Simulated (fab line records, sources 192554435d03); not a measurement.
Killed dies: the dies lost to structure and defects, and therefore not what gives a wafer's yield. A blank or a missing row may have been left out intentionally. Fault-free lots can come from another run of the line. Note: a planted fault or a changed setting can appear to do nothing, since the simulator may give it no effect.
Chamber matching -- flow n5Finfet -- N5_BEOL_M3_DEP_57 on pecvd-02: 3 sister chambers
The step deposits SiCN from 3MS/NH3, target thk 8 nm, time 14 s. 30 wafers are shown with their chamber, then 12 later ones without.

== WAFERS WITH THEIR CHAMBER ==
wafer,chamber,showerheadPlenumPTorr (Torr),throttleValvePct (%)
L074.4,0,3.692,9.3
L074.5,1,3.676,9.6
L074.6,2,3.664,8.7
L076.2,0,3.696,9.3
L076.3,1,3.658,9.6
L076.4,1,3.664,9.4
L077.3,0,3.691,9.4
L077.4,0,3.690,9.3
L077.5,2,3.660,9.1
L078.1,0,3.690,9.1
L078.2,1,3.667,9.3
L078.4,0,3.687,9.0
L079.1,1,3.659,9.3
L079.3,0,3.680,9.3
L079.4,0,3.685,9.1
L081.2,1,3.653,9.5
L081.3,0,3.686,9.1
L081.6,1,3.657,9.3
L088.1,2,3.663,8.8
L088.2,1,3.670,9.3
L088.5,0,3.687,9.2
L089.3,2,3.653,9.1
L089.5,1,3.672,9.3
L089.6,2,3.657,8.9
L090.1,2,3.658,8.8
L090.4,2,3.660,8.8
L090.5,1,3.657,9.3
L091.2,1,3.666,9.4
L091.3,0,3.681,9.0
L091.5,1,3.655,9.6

SIGNATURES, as means of the wafers listed above
reading,chamber 0,chamber 1,chamber 2,scatter within a chamber
showerheadPlenumPTorr,3.68773,3.66283,3.65929,0.0058
throttleValvePct,9.191,9.408,8.886,0.14
Rule: for each reading, subtract the chamber's mean from the wafer's reading, divide by that reading's scatter and square the result; add these up over the readings and take the root, which gives the wafer's distance from the chamber. The wafer belongs to the nearest chamber; if the next one is less than 2 further off, it can't be placed. How the scatter is found: for the shown wafers, subtract from each reading the mean of its chamber, square and add these, divide the total by (wafers less chambers), then take the root.

== WAFERS WHOSE CHAMBER IS MISSING ==
wafer,showerheadPlenumPTorr (Torr),throttleValvePct (%)
L092.1,3.662,8.7
L092.4,3.658,8.9
L092.6,3.692,9.4
L093.1,3.681,9.0
L093.2,3.667,9.4
L093.6,3.662,9.8
L095.1,3.650,8.8
L095.5,3.652,8.9
L095.6,3.654,9.2
L096.1,3.666,9.1
L096.2,3.649,9.1
L096.4,3.658,9.0

== WHICH CHAMBER EACH ONE RAN IN ==
wafer,from the rows above,in truth
L092.1,2,2
L092.4,2,2
L092.6,0,0
L093.1,0,0
L093.2,1,1
L093.6,1,1
L095.1,2,2
L095.5,2,2
L095.6,can't be placed: 1 or 2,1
L096.1,can't be placed: 2 or 1 or 0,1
L096.2,can't be placed: 2 or 1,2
L096.4,2,2
Placed correctly: 9 of 12. These rows do not allow placing 3 (true chamber among the candidates in 3). Placed wrongly: 0.
